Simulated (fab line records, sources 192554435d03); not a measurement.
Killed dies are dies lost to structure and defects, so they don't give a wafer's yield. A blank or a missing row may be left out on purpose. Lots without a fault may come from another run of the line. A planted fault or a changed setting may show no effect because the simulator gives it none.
Chamber matching | flow n5_finfet | N5_BEOL_M1_CO_CAP_55 on cvd_co-01: 3 sister chambers
The step material Co, precursor CCTBA/H2, target thk 2 nm, time 102.1 s. 6 wafers are shown with their chamber, then 8 later ones without.

WAFERS WITH THEIR CHAMBER
wafer  | chamber | heater_power_w (W)
L669.3 | 2       | 256
L669.6 | 1       | 213
L670.2 | 2       | 255
L670.3 | 0       | 261
L670.5 | 0       | 260
L671.4 | 1       | 219

WAFERS WITHOUT THEIR CHAMBER
wafer  | heater_power_w (W)
L671.5 | 262
L671.6 | 260
L674.1 | 257
L674.2 | 209
L674.6 | 213
L677.1 | 255
L677.2 | 262
L677.4 | 256

WHICH CHAMBER EACH WENT THROUGH
wafer  | from the rows above     | in truth
L671.5 | can't be placed: 0 or 2 | 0
L671.6 | can't be placed: 0 or 2 | 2
L674.1 | can't be placed: 2 or 0 | 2
L674.2 | 1                       | 1
L674.6 | 1                       | 1
L677.1 | can't be placed: 2 or 0 | 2
L677.2 | can't be placed: 0 or 2 | 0
L677.4 | can't be placed: 2 or 0 | 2
Placed correctly: 2 of 8. Can't be placed from these rows: 6 (the true chamber is among the candidates in 6). Placed wrongly: 0.
How it was worked out, from the rows above alone: a wafer's distance from a chamber is the root of the sum, over the readings, of the square of ((its reading less the chamber's mean) divided by the reading's scatter). The wafer belongs to the nearest chamber; if the next one is less than 2 further off, it can't be placed. A chamber's mean is the mean of its shown wafers. The scatter: the root of (the sum of the squares of (reading less its chamber's mean) over the shown wafers, divided by (wafers less chambers)).
